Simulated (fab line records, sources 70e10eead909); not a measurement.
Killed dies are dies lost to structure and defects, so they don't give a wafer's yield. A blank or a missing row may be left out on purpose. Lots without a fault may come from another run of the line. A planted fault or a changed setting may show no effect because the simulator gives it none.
Chamber matching | flow nand_harc | NHARC_P_BONDPAD_DESCUM_11 on rie_diel-04: 4 sister chambers
The step chemistry O2, time 3 s. 16 wafers are shown with their chamber, then 8 later ones without.

WAFERS WITH THEIR CHAMBER
wafer  | chamber | drypump_motor_current_A (A) | oes_product_au (a.u.) | rf_vpp_V (V)
L552.3 | 1       | 5.9                         | 1.007                 | 59.4
L552.4 | 2       | 5.4                         | 0.987                 | 56.7
L552.5 | 1       | 5.9                         | 1.002                 | 58.0
L553.1 | 3       | 5.5                         | 1.001                 | 57.1
L553.2 | 2       | 5.4                         | 1.023                 | 58.5
L553.4 | 0       | 4.8                         | 1.021                 | 57.9
L554.2 | 0       | 4.9                         | 1.015                 | 57.5
L554.5 | 3       | 5.5                         | 1.001                 | 58.7
L554.6 | 2       | 5.4                         | 1.001                 | 57.4
L560.2 | 1       | 5.9                         | 0.986                 | 57.9
L560.5 | 3       | 5.5                         | 1.007                 | 58.1
L560.6 | 0       | 4.9                         | 1.017                 | 56.3
L565.1 | 0       | 4.9                         | 1.028                 | 58.7
L565.5 | 0       | 4.9                         | 1.032                 | 56.6
L565.6 | 3       | 5.5                         | 1.005                 | 56.3
L566.1 | 2       | 5.4                         | 0.988                 | 58.2

SIGNATURES (means of the wafers above)
reading                 | chamber 0 | chamber 1 | chamber 2 | chamber 3 | scatter within a chamber
drypump_motor_current_A | 4.880     | 5.900     | 5.400     | 5.500     | 0.0258
oes_product_au          | 1.02260   | 0.99833   | 0.99975   | 1.00350   | 0.0105
rf_vpp_V                | 57.400    | 58.433    | 57.700    | 57.550    | 0.939
Rule: a wafer's distance from a chamber is the root of the sum, over the readings, of the square of ((its reading less the chamber's mean) divided by the reading's scatter). The wafer belongs to the nearest chamber; if the next one is less than 2 further off, it can't be placed. The scatter: the root of (the sum of the squares of (reading less its chamber's mean) over the shown wafers, divided by (wafers less chambers)).

WAFERS WITHOUT THEIR CHAMBER
wafer  | drypump_motor_current_A (A) | oes_product_au (a.u.) | rf_vpp_V (V)
L566.3 | 4.9                         | 1.027                 | 57.6
L566.5 | 5.4                         | 1.001                 | 59.7
L567.4 | 5.8                         | 0.998                 | 57.5
L567.5 | 5.4                         | 0.994                 | 58.6
L567.6 | 5.5                         | 1.013                 | 57.8
L571.1 | 4.9                         | 1.011                 | 56.8
L571.4 | 5.8                         | 1.005                 | 59.0
L571.6 | 4.9                         | 1.016                 | 58.0

WHICH CHAMBER EACH WENT THROUGH
wafer  | from the rows above | in truth
L566.3 | 0                   | 0
L566.5 | 2                   | 2
L567.4 | 1                   | 1
L567.5 | 2                   | 2
L567.6 | 3                   | 3
L571.1 | 0                   | 0
L571.4 | 1                   | 1
L571.6 | 0                   | 0
Placed correctly: 8 of 8. Can't be placed from these rows: 0. Placed wrongly: 0.
